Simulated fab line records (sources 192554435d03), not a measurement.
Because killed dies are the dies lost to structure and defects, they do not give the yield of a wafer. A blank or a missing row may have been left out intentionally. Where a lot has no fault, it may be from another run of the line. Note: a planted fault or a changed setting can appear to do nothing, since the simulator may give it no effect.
Chamber matching	flow n5Finfet	4 sister chambers for N5_DUMMY_GATE_STRIP_41 on rieDiel-02
The step strips in O2. 8 wafers are shown with their chamber, then 7 later ones without.

## WAFERS WITH THEIR CHAMBER
wafer	chamber	showerheadPlenumPTorr (Torr)	drypumpMotorCurrentA (A)
L075.2	3	2.05	5.2
L077.2	2	2.07	6.2
L077.3	3	2.05	5.2
L081.3	1	2.14	6.6
L081.4	0	2.18	6.2
L081.6	2	2.07	6.1
L082.1	1	2.13	6.6
L082.2	0	2.18	6.3

## WAFERS WITH NO CHAMBER GIVEN
wafer	showerheadPlenumPTorr (Torr)	drypumpMotorCurrentA (A)
L082.3	2.05	5.2
L083.2	2.07	6.1
L083.5	2.18	6.3
L083.6	2.13	6.6
L090.1	2.13	6.6
L090.3	2.06	6.2
L090.5	2.04	5.3

## WHICH CHAMBER EACH WENT THROUGH
wafer	from the rows above	in truth
L082.3	3	3
L083.2	2	2
L083.5	0	0
L083.6	1	1
L090.1	1	1
L090.3	2	2
L090.5	3	3
7 of 7 placed correctly. Left unplaced by these rows: 0. Wrongly placed: 0.
How it was worked out, from the rows above alone: a wafer's distance from a chamber is the root of the sum, over the readings, of the square of ((its reading less the chamber's mean) divided by the reading's scatter). If the next closest chamber is less than 2 further off than the closest, the wafer can't be placed; otherwise it belongs to the closest. Each chamber's mean is taken over the wafers shown for it. How the scatter is found: for the shown wafers, subtract from each reading the mean of its chamber, square and add these, divide the total by (wafers less chambers), then take the root.
